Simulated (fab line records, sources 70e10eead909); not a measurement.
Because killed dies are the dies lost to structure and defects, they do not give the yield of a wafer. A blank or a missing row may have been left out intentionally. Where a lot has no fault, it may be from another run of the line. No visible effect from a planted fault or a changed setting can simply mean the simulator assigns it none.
Which tool was responsible?	flow nand-harc	Sampling: 24 lots, 72 wafers, 6 of 1159 route steps

WHAT THE GAUGES SHOWED, per wafer
The record lacks any reading of a measuring or inspecting step that a usual standard deviation could be used to judge.

TOOL THAT RAN EACH LOT (tool first, then ch and the chambers of the sampled wafers, then the start)
lot	NHARC_A_STAIRCASE_ETCH_201	NHARC_A_STAIRCASE_ETCH_230	NHARC_A_STAIRCASE_ETCH_236	NHARC_A_STAIRCASE_DESCUM_252	NHARC_A_STAIRCASE_ALD_420	NHARC_A_STAIRCASE_DEP_325
L074	rie-diel-05 ch 1,2,3, day 11 05:02 or earlier	rie-diel-08 ch 1,2,3, day 11 05:02 or earlier	rie-diel-08 ch 0,1,3, day 11 05:02 or earlier	rie-diel-05 ch 1,2,3, day 11 05:02	ald-hk-03 ch 0,1, day 12 03:12	pecvd-04 ch 1,2, day 13 07:10
L075	rie-diel-13 ch 1,2, day 11 17:07 or earlier	rie-diel-05 ch 0,3, day 11 17:07 or earlier	rie-diel-05 ch 0,3, day 11 17:07 or earlier	rie-diel-05 ch 0,1, day 11 17:07	ald-hk-01 ch 1,2,3, day 12 12:10	pecvd-04 ch 0,1,2, day 13 13:25
L076	rie-diel-05 ch 0,1, day 11 18:28 or earlier	rie-diel-13 ch 0,1, day 11 18:28 or earlier	rie-diel-13 ch 0,1,3, day 11 18:28 or earlier	rie-diel-08 ch 0,2, day 11 18:28	ald-hk-03 ch 0,1, day 12 11:13	pecvd-01 ch 0,1,2, day 13 13:19
L078	rie-diel-05 ch 0,1, day 12 01:16 or earlier	rie-diel-05 ch 0,2,3, day 12 01:16 or earlier	rie-diel-05 ch 1,2,3, day 12 01:16 or earlier	rie-diel-08 ch 0,3, day 12 01:16	ald-hk-03 ch 2,3, day 12 19:02	pecvd-04 ch 0,1, day 13 18:08
L077	rie-diel-08 ch 0,1,2, day 12 02:54 or earlier	rie-diel-08 ch 0,1,3, day 12 02:54 or earlier	rie-diel-08 ch 2,3, day 12 02:54 or earlier	rie-diel-05 ch 0,1, day 12 02:54	ald-hk-03 ch 0,1,2, day 12 23:20	pecvd-04 ch 0,1, day 13 23:56
L079	rie-diel-08 ch 0,2, day 12 08:39 or earlier	rie-diel-13 ch 1,2,3, day 12 08:39 or earlier	rie-diel-13 ch 0,1,2, day 12 08:39 or earlier	rie-diel-05 ch 1,2, day 12 08:39	ald-hk-03 ch 0,1,2, day 13 03:50	pecvd-04 ch 0,2, day 14 03:11
L082	rie-diel-08 ch 1,2, day 13 06:15 or earlier	rie-diel-05 ch 0,1,2, day 13 06:15 or earlier	rie-diel-05 ch 0,2,3, day 13 06:15 or earlier	rie-diel-13 ch 1,3, day 13 06:15	ald-hk-01 ch 0,2,3, day 14 09:43	pecvd-03 ch 0,1, day 15 11:07
L080	rie-diel-05 ch 0,1,3, day 13 06:56 or earlier	rie-diel-08 ch 0,1,3, day 13 06:56 or earlier	rie-diel-08 ch 0,1,2, day 13 06:56 or earlier	rie-diel-13 ch 0,1,3, day 13 06:56	ald-hk-01 ch 0,1,3, day 14 10:20	pecvd-01 ch 0,1,2, day 15 11:05
L081	rie-diel-05 ch 1,2,3, day 13 07:23 or earlier	rie-diel-13 ch 2,3, day 13 07:23 or earlier	rie-diel-13 ch 2,3, day 13 07:23 or earlier	rie-diel-13 ch 1,2,3, day 13 07:23	ald-hk-04 ch 1,2,3, day 14 15:44	pecvd-04 ch 0,1,2, day 15 11:17
L083	rie-diel-13 ch 2,3, day 13 10:20 or earlier	rie-diel-13 ch 0,2, day 13 10:20 or earlier	rie-diel-13 ch 0,1,3, day 13 10:20 or earlier	rie-diel-13 ch 0,3, day 13 10:20	ald-hk-04 ch 0,2,3, day 14 16:51	pecvd-01 ch 0,1,2, day 15 21:13
L084	rie-diel-05 ch 1,2, day 13 17:21 or earlier	rie-diel-05 ch 1,2, day 13 17:21 or earlier	rie-diel-05 ch 0,2, day 13 17:21 or earlier	rie-diel-13 ch 0,1,3, day 13 17:21	ald-hk-04 ch 1,2, day 14 19:05	pecvd-03 ch 0,1,2, day 15 21:08
L085	rie-diel-05 ch 0,1,3, day 13 22:14 or earlier	rie-diel-13 ch 0,1,3, day 13 22:14 or earlier	rie-diel-13 ch 0,2,3, day 13 22:14 or earlier	rie-diel-13 ch 1,2,3, day 13 22:14	ald-hk-01 ch 1,2,3, day 14 18:55	pecvd-04 ch 0,1,2, day 15 21:11
L087	rie-diel-13 ch 1,2,3, day 14 14:39 or earlier	rie-diel-08 ch 0,1,3, day 14 14:39 or earlier	rie-diel-08 ch 0,1, day 14 14:39 or earlier	rie-diel-13 ch 0,2,3, day 14 14:39	ald-hk-04 ch 1,2,3, day 15 09:38	pecvd-03 ch 0,1, day 16 07:58
L086	rie-diel-08 ch 1,2,3, day 14 15:54 or earlier	rie-diel-08 ch 1,2, day 14 15:54 or earlier	rie-diel-08 ch 1,2,3, day 14 15:54 or earlier	rie-diel-13 ch 0,1,3, day 14 15:54	ald-hk-03 ch 0,1,2, day 15 09:38	pecvd-01 ch 0,2, day 16 07:52
L088	rie-diel-13 ch 0,2, day 14 19:37 or earlier	rie-diel-08 ch 2,3, day 14 19:37 or earlier	rie-diel-08 ch 1,3, day 14 19:37 or earlier	rie-diel-13 ch 0,1,2, day 14 19:37	ald-hk-04 ch 0,1,3, day 15 13:07	pecvd-04 ch 0,1,2, day 16 13:29
L090	rie-diel-05 ch 0,2, day 14 22:54 or earlier	rie-diel-05 ch 1,3, day 14 22:54 or earlier	rie-diel-05 ch 0,1,2, day 14 22:54 or earlier	rie-diel-05 ch 1,2,3, day 14 22:54	ald-hk-01 ch 0,3, day 15 15:46	pecvd-01 ch 0,1, day 16 13:23
L091	rie-diel-13 ch 0,2,3, day 15 12:43 or earlier	rie-diel-13 ch 0,2,3, day 15 12:43 or earlier	rie-diel-13 ch 1,3, day 15 12:43 or earlier	rie-diel-08 ch 1,2, day 15 12:43	ald-hk-03 ch 0,3, day 16 11:17	pecvd-04 ch 0,1,2, day 17 15:01
L089	rie-diel-08 ch 1,2, day 15 12:16 or earlier	rie-diel-13 ch 0,1,3, day 15 12:16 or earlier	rie-diel-13 ch 0,1, day 15 12:16 or earlier	rie-diel-08 ch 1,2,3, day 15 12:16	ald-hk-03 ch 0,1,3, day 16 06:26	pecvd-01 ch 0,2, day 17 06:10
L092	rie-diel-13 ch 0,3, day 15 18:37 or earlier	rie-diel-13 ch 0,3, day 15 18:37 or earlier	rie-diel-13 ch 0,2,3, day 15 18:37 or earlier	rie-diel-05 ch 2,3, day 15 18:37	ald-hk-03 ch 2,3, day 16 15:28	pecvd-03 ch 0,1, day 17 15:17
L094	rie-diel-05 ch 0,3, day 16 00:25 or earlier	rie-diel-05 ch 0,2,3, day 16 00:25 or earlier	rie-diel-05 ch 1,2,3, day 16 00:25 or earlier	rie-diel-05 ch 0,1, day 16 00:25	ald-hk-03 ch 1,2,3, day 16 20:29	pecvd-01 ch 1,2, day 17 15:11
L093	rie-diel-08 ch 0,1,2, day 16 04:55 or earlier	rie-diel-13 ch 1,2,3, day 16 04:55 or earlier	rie-diel-13 ch 1,2, day 16 04:55 or earlier	rie-diel-13 ch 2,3, day 16 04:55	ald-hk-03 ch 0,1, day 17 01:40	pecvd-04 ch 1,2, day 18 06:55
L095	rie-diel-13 ch 0,2, day 16 21:23 or earlier	rie-diel-13 ch 1,3, day 16 21:23 or earlier	rie-diel-13 ch 0,2, day 16 21:23 or earlier	rie-diel-13 ch 0,2, day 16 21:23	ald-hk-03 ch 0,1, day 17 18:36	pecvd-04 ch 0,1, day 19 04:17
L097	rie-diel-05 ch 0,3, day 17 00:10 or earlier	rie-diel-13 ch 0,3, day 17 00:10 or earlier	rie-diel-13 ch 0,1, day 17 00:10 or earlier	rie-diel-13 ch 0,2,3, day 17 00:10	ald-hk-04 ch 0,1,3, day 18 02:19	pecvd-01 ch 0,2, day 19 04:37
L096	rie-diel-05 ch 0,1,3, day 17 02:33 or earlier	rie-diel-05 ch 2,3, day 17 02:33 or earlier	rie-diel-05 ch 2,3, day 17 02:33 or earlier	rie-diel-13 ch 2,3, day 17 02:33	ald-hk-04 ch 0,1,2, day 18 00:05	pecvd-03 ch 1,2, day 19 04:36
- NHARC_A_STAIRCASE_ETCH_201: etches the open film in C4F8/O2, target depth 100 nm, time 40.5 s.
- NHARC_A_STAIRCASE_ETCH_230: etches the open film in C4F8/O2, target depth 100 nm, time 40.5 s.
- NHARC_A_STAIRCASE_ETCH_236: etches the open film in C4F8/O2, target depth 100 nm, time 40.5 s.
- NHARC_A_STAIRCASE_DESCUM_252: chemistry O2, time 3 s.
- NHARC_A_STAIRCASE_ALD_420: deposits SiO2, target thk 20 nm, pulse time 6 s, ald cycles 200.
- NHARC_A_STAIRCASE_DEP_325: deposits SiO2, target thk 3800 nm.

AS READ BY THE TOOLS THEMSELVES (means over the sampled wafers that have a number; for cases with no such wafer, the mark the record gives instead)
NHARC_A_STAIRCASE_ETCH_201.
lot	tool	oes-product-au (a.u.)	rf-vpp-V (V)
L074	rie-diel-05	0.948	895
L075	rie-diel-13	0.932	894
L076	rie-diel-05	0.929	895
L078	rie-diel-05	0.932	899
L077	rie-diel-08	0.956	890
L079	rie-diel-08	0.949	890
L082	rie-diel-08	0.953	889
L080	rie-diel-05	0.944	895
L081	rie-diel-05	0.941	896
L083	rie-diel-13	0.931	898
L084	rie-diel-05	0.950	895
L085	rie-diel-05	0.938	895
L087	rie-diel-13	0.924	897
L086	rie-diel-08	0.946	889
L088	rie-diel-13	0.951	891
L090	rie-diel-05	0.949	891
L091	rie-diel-13	0.937	896
L089	rie-diel-08	0.947	890
L092	rie-diel-13	0.931	894
L094	rie-diel-05	0.943	890
L093	rie-diel-08	0.935	890
L095	rie-diel-13	0.946	890
L097	rie-diel-05	0.935	891
L096	rie-diel-05	0.958	894

NHARC_A_STAIRCASE_ETCH_230.
lot	tool	oes-product-au (a.u.)	rf-vpp-V (V)
L074	rie-diel-08	0.964	888
L075	rie-diel-05	0.945	892
L076	rie-diel-13	0.925	890
L078	rie-diel-05	0.942	892
L077	rie-diel-08	0.964	890
L079	rie-diel-13	0.960	898
L082	rie-diel-05	0.949	895
L080	rie-diel-08	0.955	888
L081	rie-diel-13	0.944	898
L083	rie-diel-13	0.944	892
L084	rie-diel-05	0.953	896
L085	rie-diel-13	0.935	896
L087	rie-diel-08	0.946	888
L086	rie-diel-08	0.948	889
L088	rie-diel-08	0.939	889
L090	rie-diel-05	0.950	895
L091	rie-diel-13	0.942	897
L089	rie-diel-13	0.941	895
L092	rie-diel-13	0.941	899
L094	rie-diel-05	0.968	891
L093	rie-diel-13	0.921	896
L095	rie-diel-13	0.920	896
L097	rie-diel-13	0.942	894
L096	rie-diel-05	0.943	891

NHARC_A_STAIRCASE_ETCH_236.
lot	tool	oes-product-au (a.u.)	rf-vpp-V (V)
L074	rie-diel-08	0.954	889
L075	rie-diel-05	0.932	892
L076	rie-diel-13	0.928	895
L078	rie-diel-05	0.935	896
L077	rie-diel-08	0.932	888
L079	rie-diel-13	0.930	892
L082	rie-diel-05	0.944	891
L080	rie-diel-08	0.959	890
L081	rie-diel-13	0.932	901
L083	rie-diel-13	0.937	897
L084	rie-diel-05	0.932	892
L085	rie-diel-13	0.951	896
L087	rie-diel-08	0.942	888
L086	rie-diel-08	0.956	888
L088	rie-diel-08	0.953	888
L090	rie-diel-05	0.946	895
L091	rie-diel-13	0.934	899
L089	rie-diel-13	0.940	889
L092	rie-diel-13	0.931	896
L094	rie-diel-05	0.940	895
L093	rie-diel-13	0.923	893
L095	rie-diel-13	0.932	890
L097	rie-diel-13	0.928	890
L096	rie-diel-05	0.944	892

NHARC_A_STAIRCASE_DESCUM_252.
lot	tool	drypump-motor-current-A (A)	oes-product-au (a.u.)	rf-vpp-V (V)	showerhead-plenum-p-Torr (Torr)	throttle-valve-pct (%)
L074	rie-diel-05	6.1	1.000	58.4	1.91	11.309
L075	rie-diel-05	6.1	0.991	57.4	1.96	11.311
L076	rie-diel-08	5.1	0.989	58.3	1.82	11.315
L078	rie-diel-08	5.4	1.014	57.5	1.81	11.316
L077	rie-diel-05	5.8	0.994	57.1	1.89	11.300
L079	rie-diel-05	6.4	1.018	58.3	1.97	11.314
L082	rie-diel-13	6.0	0.981	57.2	1.93	11.322
L080	rie-diel-13	6.1	0.987	57.2	1.91	11.312
L081	rie-diel-13	5.7	0.990	57.6	1.93	11.308
L083	rie-diel-13	6.1	1.006	58.2	1.89	11.316
L084	rie-diel-13	6.1	0.998	58.0	1.91	11.297
L085	rie-diel-13	5.7	0.991	58.3	1.93	11.314
L087	rie-diel-13	5.8	1.002	58.1	1.91	11.319
L086	rie-diel-13	6.1	0.997	57.0	1.91	11.308
L088	rie-diel-13	5.7	0.995	58.2	1.85	11.317
L090	rie-diel-05	6.1	1.000	57.6	1.90	11.323
L091	rie-diel-08	5.3	1.001	57.6	1.80	11.311
L089	rie-diel-08	5.4	1.002	57.0	1.79	11.309
L092	rie-diel-05	6.0	1.011	57.3	1.85	11.314
L094	rie-diel-05	5.8	0.998	57.4	1.88	11.316
L093	rie-diel-13	5.7	0.991	57.7	1.99	11.304
L095	rie-diel-13	5.8	0.992	57.1	1.82	11.301
L097	rie-diel-13	5.8	0.998	56.7	1.90	11.308
L096	rie-diel-13	5.4	0.985	58.1	1.92	11.313

NHARC_A_STAIRCASE_ALD_420.
lot	tool	heater-power-w (W)	precursor-pulse-height-rel
L074	ald-hk-03	477	0.976
L075	ald-hk-01	438	1.006
L076	ald-hk-03	410	1.026
L078	ald-hk-03	503	0.992
L077	ald-hk-03	447	0.999
L079	ald-hk-03	443	1.009
L082	ald-hk-01	453	1.016
L080	ald-hk-01	432	1.006
L081	ald-hk-04	457	0.995
L083	ald-hk-04	431	1.008
L084	ald-hk-04	481	0.991
L085	ald-hk-01	435	0.999
L087	ald-hk-04	458	0.994
L086	ald-hk-03	446	0.998
L088	ald-hk-04	467	1.015
L090	ald-hk-01	447	0.986
L091	ald-hk-03	466	1.014
L089	ald-hk-03	475	0.986
L092	ald-hk-03	475	0.997
L094	ald-hk-03	490	0.996
L093	ald-hk-03	424	0.992
L095	ald-hk-03	426	0.990
L097	ald-hk-04	469	1.015
L096	ald-hk-04	465	0.987

NHARC_A_STAIRCASE_DEP_325.
lot	tool	heater-power-w (W)
L074	pecvd-04	616
L075	pecvd-04	643
L076	pecvd-01	622
L078	pecvd-04	739
L077	pecvd-04	743
L079	pecvd-04	644
L082	pecvd-03	569
L080	pecvd-01	635
L081	pecvd-04	682
L083	pecvd-01	618
L084	pecvd-03	683
L085	pecvd-04	752
L087	pecvd-03	610
L086	pecvd-01	621
L088	pecvd-04	738
L090	pecvd-01	652
L091	pecvd-04	722
L089	pecvd-01	654
L092	pecvd-03	576
L094	pecvd-01	571
L093	pecvd-04	707
L095	pecvd-04	778
L097	pecvd-01	597
L096	pecvd-03	617

THE ANSWER, worked out from the rows above alone
Rule: usual is defined by the lots themselves. Put in order of their means at a reading, lots are off if they are a third of the lots or fewer, leave a main group of 4 or more, and stand apart from it by a gap of 3 or more times the standard deviation of the main group's means; of several such gaps the widest counts. The tables above print the reading to a certain number of digits; a main group whose means all agree to those digits is not used. Also off: a lot with no number at a reading for which 4 or more lots have one. Where the step has rows for the other lots, those lots are counted as sound. Order of review: gauges by route order, followed by the tools' own readings, for which a lot's mean as printed above is used. The first step at which some lot is off is used, and at that step the reading that is off furthest; a lot without a number counts as furthest.
No lot is off on any of the readings shown, so nothing can be concluded from this.

WHAT THE SIMULATOR PUT IN
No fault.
